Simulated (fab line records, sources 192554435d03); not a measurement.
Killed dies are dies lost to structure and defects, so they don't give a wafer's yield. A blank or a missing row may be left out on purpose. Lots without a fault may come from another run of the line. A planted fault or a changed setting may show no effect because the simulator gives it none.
fab line records | flow n5_finfet | part 1 of 2: steps 1 to 15 of 26
record lots=5 wafers=15 last_day=18
route steps=1938 shown BEOL_M8@1364
lots that met no fault: from a run of the same line without faults
start_h: hours from the record's first day to the start of the lot's first wafer shown | wait_h: hours since the lot's step before | " the same as in the row above | L1.1+2: a row that stands for several wafers | - no value, or no start given | * or withheld: withheld | < > ~ a bound
route shown NAME@n: a module of which the file shows steps, and the number in the route of the first | usual: mean/standard deviation of fault-free wafers | same: alike in all rows | chamber/n: place in a boat | sites: the reading at each site | _std_site: their standard deviation | _edge_site: outer sites' mean less inner sites' | radius_mm: how far each site lies from the wafer's centre | mask NAME#n: copy n | behind: the tool/chamber that last shaped the wafer | hold: why the lot was held/for how many hours/how that ended | device: the transistor (n, p or np) that didn't switch | end of line: the same wafers' tests at the end of the route | a step without rows: its recipe alone | killed: dies lost to structure and defects at the first sort, not the wafer's yield | map: a wafer's dies, x killed, . not, _ none there
set.NAME: the setting as run; set.NAME@STEP: as run at that earlier step | model.NAME: the simulator's own value behind a step, which no gauge read
lots at some steps of the route; a table a step, a row a wafer
services: from which hour (start_h, from the record's first day; less than 0 if before it) a tool's chamber was out of use, for how many hours, and why
## steps
# step N5_BEOL_M8_DEVELOP_27
# recipe develop_time_s=30 developer=TMAH resist=CAR-EUV rinse_liquid=surfactant_rinse dry=air_spin dev_temp_c=23
# usual chill_plate_temp_C=22.98/0.099
# same develop_time_s=30
# columns lot.wafer tool chamber start_h wait_h chill_plate_temp_C
L086.2 litho_track-05 0 - - 22.74
L086.5 " 0 " " 23.02
L086.6 " 0 " " 22.88
L090.2 litho_track-05 0 - - 22.88
L090.3 " 0 " " 23.02
L090.5 " 0 " " 22.99
L089.1 litho_track-05 0 - - 22.95
L089.2 " 0 " " 22.90
L089.4 " 0 " " 23.10
L091.2 litho_track-05 0 - - 23.00
L091.4 " 0 " " 23.04
L091.6 " 0 " " 22.88
L097.1 litho_track-05 0 - - 23.36
L097.4 " 0 " " 23.19
L097.6 " 0 " " 23.15
# step N5_BEOL_M8_CD_MEAS_28
# recipe target_cd_nm=40 landing_energy_ev=500 detector=se_inlens
# usual cd_nm=39.88/0.25
# columns lot.wafer tool chamber start_h wait_h cd_nm
L086.2 cd_sem-01 0 294.86 - 39.88
L086.5 " 0 " " 39.76
L086.6 " 0 " " 39.51
L090.2 cd_sem-03 0 301.75 - 40.02
L090.3 " 0 " " 39.98
L090.5 " 0 " " 39.82
L089.1 cd_sem-01 0 301.99 - 40.05
L089.2 " 0 " " 40.07
L089.4 " 0 " " 40.10
L091.2 cd_sem-03 0 310.12 - 39.94
L091.4 " 0 " " 40.28
L091.6 " 0 " " 40.00
L097.1 cd_sem-03 0 358.81 - 39.85
L097.4 " 0 " " 39.77
L097.6 " 0 " " 39.59
# step N5_BEOL_M8_OVL_MEAS_29
# recipe points_per_wafer=522
# usual V7_OVL=0.5/0.76
# columns lot.wafer tool chamber start_h wait_h V7_OVL[nm]
L086.2 overlay-01 0 294.89 0.0 -1.0
L086.5 " 0 " " -0.5
L086.6 " 0 " " 0.8
L090.2 overlay-01 0 301.78 0.0 0.5
L090.3 " 0 " " -0.3
L090.5 " 0 " " -1.2
L089.1 overlay-01 0 302.02 0.0 0.5
L089.2 " 0 " " 1.5
L089.4 " 0 " " -0.3
L091.2 overlay-01 0 310.15 0.0 1.0
L091.4 " 0 " " 0.2
L091.6 " 0 " " 1.2
L097.1 overlay-02 0 358.84 0.0 0.4
L097.4 " 0 " " 0.5
L097.6 " 0 " " -0.2
# step N5_BEOL_M8_INSPECT_30
# recipe mode=adi inspect_instrument=brightfield
# usual raw_defect_count=414/100
# columns lot.wafer tool chamber start_h wait_h raw_defect_count
L086.2 defect_inspect-01 - 294.95 0.0 357
L086.5 " - " " 472
L086.6 " - " " 405
L090.2 defect_inspect-01 - 301.83 0.0 419
L090.3 " - " " 321
L090.5 " - " " 208
L089.1 defect_inspect-01 - 302.08 0.1 321
L089.2 " - " " 568
L089.4 " - " " 339
L091.2 defect_inspect-02 - 310.21 0.0 439
L091.4 " - " " 338
L091.6 " - " " 429
L097.1 defect_inspect-01 - 358.90 0.1 512
L097.4 " - " " 598
L097.6 " - " " 307
# step N5_BEOL_M8_DESCUM_33
# recipe chemistry=O2 time_s=7 source_power_w=50 bias_power_w=20 pressure_mtorr=20 rf_frequency_hz=2.712e+07 temp_c=40 resist=CAR-EUV o2_flow_sccm=225
# usual bias_power_w=20.00/0.062 drypump_motor_current_A=5.81/0.3 oes_product_au=0.80/0.087 rf_vpp_V=242.8/1.3 showerhead_plenum_p_Torr=2.07/0.077 throttle_valve_pct=20.4/0.32
# columns lot.wafer tool chamber start_h wait_h bias_power_w drypump_motor_current_A oes_product_au rf_hours_counter_h rf_vpp_V showerhead_plenum_p_Torr throttle_valve_pct
L086.2 rie_diel-03 2 294.98 0.0 20.03 6.15 0.78 107 244.1 2.20 21.0
L086.5 " 3 " " 19.98 5.31 0.78 - 244.3 2.09 20.1
L086.6 " 0 " " 19.89 5.67 0.90 - 243.2 2.16 20.4
L090.2 rie_diel-03 2 301.88 0.1 19.98 6.15 0.78 110 243.4 2.20 21.0
L090.3 " 3 " " 20.05 5.29 0.78 104 243.1 2.08 20.1
L090.5 " 2 " " 20.02 6.13 0.77 - 244.1 2.20 21.0
L089.1 rie_diel-04 3 302.41 0.3 20.16 6.14 0.83 75 242.4 2.02 20.3
L089.2 " 1 " " 19.99 5.99 0.67 225 242.3 1.98 20.2
L089.4 " 2 " " 19.96 5.83 0.84 63 241.7 2.03 20.0
L091.2 rie_diel-04 1 310.24 0.0 20.05 5.95 0.67 227 239.9 1.98 20.2
L091.4 " 2 " " 20.00 5.83 0.84 65 244.3 2.03 20.1
L091.6 " 3 " " 19.89 6.14 0.83 - 242.0 2.02 20.3
L097.1 rie_diel-04 3 358.94 0.0 19.99 6.15 0.81 96 241.6 2.01 20.4
L097.4 " 1 " " 20.06 5.97 0.65 - 240.1 1.97 20.2
L097.6 " 3 " " 19.98 6.12 0.81 - 241.7 2.01 20.4
# step N5_BEOL_M8_ETCH_72
# recipe chemistry=N2/H2 target=underlayer target_depth_a=65 mask_material=CAR-EUV time_s=5.2 ion_energy_ev=200 pressure_mtorr=30 source_w=840 bias_w=150 n2_flow_sccm=200 h2_flow_sccm=200 ends=cleared
# usual drypump_motor_current_A=5.82/0.3 etch_rf_on_time_s=5.21/0.27 oes_product_au=0.68/0.079 rf_vpp_V=523.1/2.7 showerhead_plenum_p_Torr=2.51/0.096 throttle_valve_pct=17.82/0.28
# columns lot.wafer tool chamber start_h wait_h drypump_motor_current_A etch_rf_on_time_s oes_product_au rf_hours_counter_h rf_vpp_V showerhead_plenum_p_Torr throttle_valve_pct
L086.2 rie_diel-03 2 295.01 0.0 6.17 5.23 0.67 107 525.4 2.67 18.25
L086.5 " 3 " " 5.31 5.35 0.66 - 524.6 2.59 17.95
L086.6 " 0 " " 5.69 5.04 0.76 - 524.9 2.60 17.79
L090.2 rie_diel-03 2 301.92 0.0 6.16 5.18 0.67 110 527.7 2.67 18.23
L090.3 " 3 " " 5.31 5.37 0.66 104 525.8 2.58 17.96
L090.5 " 2 " " 6.15 5.22 0.67 - 528.9 2.66 18.25
L089.1 rie_diel-04 3 302.44 0.0 6.18 4.97 0.72 75 522.3 2.45 17.68
L089.2 " 1 " " 5.96 5.77 0.55 225 518.1 2.39 17.54
L089.4 " 2 " " 5.86 5.39 0.70 63 522.4 2.49 17.78
L091.2 rie_diel-04 1 310.28 0.0 5.98 5.73 0.56 227 520.2 2.39 17.54
L091.4 " 2 " " 5.84 5.35 0.70 65 523.1 2.49 17.78
L091.6 " 3 " " 6.18 4.91 0.73 - 521.8 2.45 17.69
L097.1 rie_diel-04 3 358.97 0.0 6.13 4.97 0.71 96 521.8 2.44 17.72
L097.4 " 1 " " 5.98 5.82 0.54 - 521.2 2.38 17.58
L097.6 " 3 " " 6.15 4.98 0.71 - 524.2 2.44 17.72
# step N5_BEOL_M8_ETCH_65
# recipe chemistry=CF4 target=SiARC target_depth_a=156 mask_material=CAR-EUV time_s=26 ion_energy_ev=80 pressure_mtorr=40 source_w=545 bias_w=36 Ar_flow_sccm=100 cf4_flow_sccm=100 ends=cleared
# usual drypump_motor_current_A=5.81/0.3 etch_rf_on_time_s=26.1/1.2 oes_product_au=0.69/0.078 rf_vpp_V=183.7/1.2 showerhead_plenum_p_Torr=2.11/0.076 throttle_valve_pct=15.56/0.23
# columns lot.wafer tool chamber start_h wait_h drypump_motor_current_A etch_rf_on_time_s oes_product_au rf_hours_counter_h rf_vpp_V showerhead_plenum_p_Torr throttle_valve_pct
L086.2 rie_diel-03 2 295.03 0.0 6.15 25.3 0.68 107 185.3 2.25 16.00
L086.5 " 3 " " 5.30 26.0 0.67 - 183.3 2.15 15.49
L086.6 " 0 " " 5.68 24.9 0.77 - 184.7 2.17 15.38
L090.2 rie_diel-03 2 301.94 0.0 6.15 25.8 0.68 110 185.0 2.25 16.00
L090.3 " 3 " " 5.31 26.3 0.66 104 182.7 2.15 15.49
L090.5 " 2 " " 6.13 26.1 0.68 - 184.8 2.25 16.02
L089.1 rie_diel-04 3 302.46 0.0 6.18 24.6 0.74 75 183.4 2.08 15.58
L089.2 " 1 " " 5.98 28.5 0.56 225 183.2 2.01 15.41
L089.4 " 2 " " 5.80 27.1 0.70 63 183.4 2.09 15.34
L091.2 rie_diel-04 1 310.29 0.0 5.96 28.5 0.55 227 181.5 2.01 15.39
L091.4 " 2 " " 5.85 26.8 0.70 65 183.6 2.09 15.35
L091.6 " 3 " " 6.20 24.6 0.73 - 184.2 2.08 15.57
L097.1 rie_diel-04 3 358.99 0.0 6.13 24.8 0.71 96 181.4 2.07 15.60
L097.4 " 1 " " 5.96 28.7 0.54 - 181.4 2.00 15.44
L097.6 " 3 " " 6.15 24.6 0.71 - 182.7 2.07 15.60
# step N5_BEOL_M8_ETCH_66
# recipe chemistry=N2/H2 target=SOC target_depth_a=800 overetch_a=160 mask_material=SiARC temp_c=40 time_s=120 ion_energy_ev=200 pressure_mtorr=30 source_w=840 bias_w=150 n2_flow_sccm=200 h2_flow_sccm=200
# usual drypump_motor_current_A=5.82/0.3 oes_product_au=0.61/0.063 rf_vpp_V=523.2/2.6 showerhead_plenum_p_Torr=2.51/0.096 throttle_valve_pct=17.78/0.28
# columns lot.wafer tool chamber start_h wait_h drypump_motor_current_A oes_product_au rf_hours_counter_h rf_vpp_V showerhead_plenum_p_Torr throttle_valve_pct
L086.2 rie_diel-03 2 295.06 0.0 6.16 0.61 107 527.6 2.67 18.21
L086.5 " 3 " " 5.32 0.60 - 524.0 2.59 17.90
L086.6 " 0 " " 5.68 0.66 - 527.2 2.60 17.75
L090.2 rie_diel-03 2 301.96 0.0 6.14 0.61 110 527.3 2.66 18.21
L090.3 " 3 " " 5.30 0.61 104 523.6 2.58 17.90
L090.5 " 2 " " 6.15 0.60 - 526.3 2.67 18.21
L089.1 rie_diel-04 3 302.49 0.0 6.20 0.64 75 522.4 2.45 17.66
L089.2 " 1 " " 5.97 0.53 225 518.6 2.39 17.49
L089.4 " 2 " " 5.79 0.64 63 522.5 2.49 17.75
L091.2 rie_diel-04 1 310.32 0.0 5.98 0.52 228 520.1 2.38 17.50
L091.4 " 2 " " 5.83 0.63 65 521.0 2.49 17.77
L091.6 " 3 " " 6.15 0.64 - 522.2 2.45 17.64
L097.1 rie_diel-04 3 359.02 0.0 6.14 0.62 96 522.3 2.44 17.68
L097.4 " 1 " " 5.99 0.51 - 520.7 2.38 17.54
L097.6 " 3 " " 6.15 0.62 - 522.2 2.44 17.67
# step N5_BEOL_M8_STRIP_69
# recipe chemistry=N2/H2 temp_c=40 n2_flow_sccm=200 h2_flow_sccm=200 rf_frequency_hz=6e+07
# columns lot.wafer tool chamber start_h wait_h
L086.2+5+6 rie_diel-03 2,3,0 295.14 0.0
L090.2+3+5 rie_diel-03 2,3,2 302.04 0.0
L089.1+2+4 rie_diel-04 3,1,2 302.57 0.0
L091.2+4+6 rie_diel-04 1,2,3 310.40 0.0
L097.1+4+6 rie_diel-04 3,1,3 359.10 0.0
# step N5_BEOL_M8_STRIP_73
# recipe chemistry=N2/H2 temp_c=40 n2_flow_sccm=200 h2_flow_sccm=200 rf_frequency_hz=6e+07
# columns lot.wafer tool chamber start_h wait_h
L086.2+5+6 rie_diel-03 2,3,0 295.15 0.0
L090.2+3+5 rie_diel-03 2,3,2 302.05 0.0
L089.1+2+4 rie_diel-04 3,1,2 302.58 0.0
L091.2+4+6 rie_diel-04 1,2,3 310.41 0.0
L097.1+4+6 rie_diel-04 3,1,3 359.11 0.0
# step N5_BEOL_M8_VIA_ETCH_34
# recipe chemistry=C4F6/O2 target=SiCOH_lowk target_depth_a=1255 mask_material=SOC taper_deg=4 time_s=50.5 ion_energy_ev=250 pressure_mtorr=30 source_w=345 bias_w=185 Ar_flow_sccm=300 C4F6_flow_sccm=10 O2_flow_sccm=10
# usual drypump_motor_current_A=5.8/0.3 oes_ar_750_au=0.80/0.088 oes_product_au=0.80/0.089 rf_vpp_V=666/22 showerhead_plenum_p_Torr=2.81/0.11 throttle_valve_pct=20.9/0.33
# columns lot.wafer tool chamber start_h wait_h drypump_motor_current_A oes_ar_750_au oes_product_au rf_hours_counter_h rf_vpp_V showerhead_plenum_p_Torr throttle_valve_pct
L086.2 rie_diel-03 2 295.16 0.0 6.1 0.81 0.79 107 682 3.02 21.6
L086.5 " 3 " " 5.3 0.79 0.78 - 657 2.86 20.7
L086.6 " 0 " " 5.7 0.87 0.89 - 686 2.90 20.7
L090.2 rie_diel-03 2 302.06 0.0 6.2 0.80 0.79 110 681 3.02 21.6
L090.3 " 3 " " 5.3 0.78 0.79 104 656 2.86 20.8
L090.5 " 2 " " 6.2 0.80 0.79 - 680 3.02 21.6
L089.1 rie_diel-04 3 302.59 0.0 6.1 0.85 0.84 75 655 2.78 21.0
L089.2 " 1 " " 6.0 0.66 0.65 225 638 2.67 20.5
L089.4 " 2 " " 5.8 0.83 0.80 63 640 2.76 20.5
L091.2 rie_diel-04 1 310.42 0.0 5.9 0.66 0.66 228 639 2.67 20.5
L091.4 " 2 " " 5.8 0.82 0.81 65 639 2.75 20.5
L091.6 " 3 " " 6.2 0.85 0.84 - 654 2.78 21.0
L097.1 rie_diel-04 3 359.12 0.0 6.2 0.83 0.83 96 654 2.78 21.1
L097.4 " 1 " " 6.0 0.64 0.63 - 640 2.66 20.6
L097.6 " 3 " " 6.1 0.83 0.83 - 653 2.77 21.1
# step N5_BEOL_M8_STRIP_76
# recipe chemistry=C4F6/O2 resist=SiARC rf_frequency_hz=6e+07
# columns lot.wafer tool chamber start_h wait_h
L086.2+5+6 rie_diel-03 2,3,0 295.20 0.0
L090.2+3+5 rie_diel-03 2,3,2 302.11 0.0
L089.1+2+4 rie_diel-04 3,1,2 302.63 0.0
L091.2+4+6 rie_diel-04 1,2,3 310.46 0.0
L097.1+4+6 rie_diel-04 3,1,3 359.16 0.0
# step N5_BEOL_M8_STRIP_36
# recipe chemistry=N2/H2 power_w=450 temp_c=40 pressure_mtorr=20 rf_frequency_hz=6e+07 overash_fraction=0.3 bias_power_w=7 h2_frac=0.5 n2_flow_sccm=200 h2_flow_sccm=200
# usual bias_power_w=7.000/0.019 drypump_motor_current_A=5.82/0.3 oes_product_au=0.80/0.085 rf_vpp_V=59.1/1.4 showerhead_plenum_p_Torr=2.51/0.096 throttle_valve_pct=23.6/0.39
# columns lot.wafer tool chamber start_h wait_h bias_power_w drypump_motor_current_A oes_product_au rf_hours_counter_h rf_vpp_V showerhead_plenum_p_Torr throttle_valve_pct
L086.2 rie_diel-03 2 295.21 0.0 6.986 6.16 0.77 107 58.1 2.66 24.1
L086.5 " 3 " " 7.017 5.32 0.78 - 59.9 2.58 23.8
L086.6 " 0 " " 6.996 5.70 0.89 - 56.7 2.60 23.7
L090.2 rie_diel-03 2 302.12 0.0 7.009 6.19 0.77 110 61.0 2.66 24.1
L090.3 " 3 " " 6.977 5.31 0.77 104 60.0 2.58 23.8
L090.5 " 2 " " 7.004 6.17 0.77 - 59.9 2.66 24.1
L089.1 rie_diel-04 3 302.64 0.0 7.015 6.15 0.84 75 59.0 2.44 23.3
L089.2 " 1 " " 6.991 5.97 0.66 225 58.6 2.38 23.1
L089.4 " 2 " " 6.983 5.80 0.82 63 58.5 2.48 23.7
L091.2 rie_diel-04 1 310.47 0.0 6.992 5.98 0.67 228 60.3 2.38 23.1
L091.4 " 2 " " 7.036 5.85 0.83 65 57.0 2.48 23.7
L091.6 " 3 " " 7.003 6.12 0.83 - 57.9 2.44 23.3
L097.1 rie_diel-04 3 359.17 0.0 7.024 6.12 0.81 96 60.5 2.43 23.4
L097.4 " 1 " " 7.040 5.98 0.65 - 56.4 2.37 23.1
L097.6 " 3 " " 6.976 6.15 0.80 - 58.5 2.43 23.4
# step N5_BEOL_M8_TRENCH_ETCH_37
# recipe chemistry=C4F6/O2 target_depth_a=934.78 target=SiCOH_lowk time_s=31.2 ion_energy_ev=250 pressure_mtorr=30 source_w=345 bias_w=185 Ar_flow_sccm=300 C4F6_flow_sccm=10 O2_flow_sccm=10
# usual drypump_motor_current_A=5.8/0.3 oes_ar_750_au=0.80/0.087 oes_product_au=0.80/0.09 rf_vpp_V=666/22 showerhead_plenum_p_Torr=2.81/0.11 throttle_valve_pct=20.9/0.33
# columns lot.wafer tool chamber start_h wait_h drypump_motor_current_A oes_ar_750_au oes_product_au rf_hours_counter_h rf_vpp_V showerhead_plenum_p_Torr throttle_valve_pct
L086.2 rie_diel-03 2 - - 6.2 0.80 0.79 107 682 3.02 21.6
L086.5 " 3 " " 5.3 0.78 0.79 - 656 2.86 20.8
L086.6 " 0 " " 5.7 0.87 0.89 - 685 2.90 20.8
L090.2 rie_diel-03 2 - - 6.2 0.80 0.78 110 679 3.02 21.6
L090.3 " 3 " " 5.3 0.78 0.78 104 656 2.86 20.8
L090.5 " 2 " " 6.2 0.81 0.78 - 681 3.02 21.6
L089.1 rie_diel-04 3 - - 6.2 0.86 0.85 75 653 2.78 21.0
L089.2 " 1 " " 6.0 0.66 0.66 226 639 2.67 20.5
L089.4 " 2 " " 5.8 0.83 0.82 63 638 2.76 20.5
L091.2 rie_diel-04 1 - - 6.0 0.66 0.65 228 637 2.67 20.6
L091.4 " 2 " " 5.8 0.82 0.81 65 638 2.75 20.5
L091.6 " 3 " " 6.1 0.85 0.84 - 653 2.78 21.1
L097.1 rie_diel-04 3 - - 6.1 0.83 0.82 96 653 2.78 21.1
L097.4 " 1 " " 6.0 0.65 0.63 - 639 2.66 20.6
L097.6 " 3 " " 6.1 0.83 0.82 - 652 2.78 21.1
# step N5_BEOL_M8_ETCH_41
# recipe chemistry=CH3F/O2 target=SiCN target_depth_a=319 taper_deg=2 time_s=57.8 ion_energy_ev=120 mask_material=TiN pressure_mtorr=30 source_w=395 bias_w=75 Ar_flow_sccm=150 CH3F_flow_sccm=30 O2_flow_sccm=20
# usual CH3F_flow_sccm=30.01/0.086 drypump_motor_current_A=5.81/0.3 oes_product_au=0.80/0.089 rf_vpp_V=296.9/1.6 showerhead_plenum_p_Torr=1.98/0.076 throttle_valve_pct=16.29/0.27
# columns lot.wafer tool chamber start_h wait_h CH3F_flow_sccm drypump_motor_current_A oes_product_au rf_hours_counter_h rf_vpp_V showerhead_plenum_p_Torr throttle_valve_pct
L086.2 rie_diel-03 2 - - 30.10 6.16 0.79 107 298.0 2.12 16.87
L086.5 " 3 " " 30.01 5.31 0.77 - 297.1 2.01 16.18
L086.6 " 0 " " 29.89 5.67 0.88 - 297.8 2.04 16.15
L090.2 rie_diel-03 2 - - 30.01 6.16 0.79 110 298.5 2.12 16.87
L090.3 " 3 " " 29.83 5.30 0.78 104 296.9 2.01 16.19
L090.5 " 2 " " 29.96 6.15 0.79 - 298.9 2.12 16.88
L089.1 rie_diel-04 3 - - 29.95 6.15 0.84 75 295.8 1.95 16.35
L089.2 " 1 " " 29.91 5.98 0.66 226 294.4 1.88 16.13
L089.4 " 2 " " 30.03 5.85 0.82 63 296.1 1.94 15.98
L091.2 rie_diel-04 1 - - 29.90 5.96 0.65 228 294.0 1.88 16.14
L091.4 " 2 " " 30.07 5.80 0.81 65 296.9 1.94 15.98
L091.6 " 3 " " 30.18 6.17 0.85 - 295.7 1.95 16.35
L097.1 rie_diel-04 3 - - 29.90 6.17 0.83 96 296.4 1.94 16.40
L097.4 " 1 " " 30.05 5.98 0.64 - 295.1 1.87 16.17
L097.6 " 3 " " 29.89 6.17 0.82 - 294.6 1.94 16.40
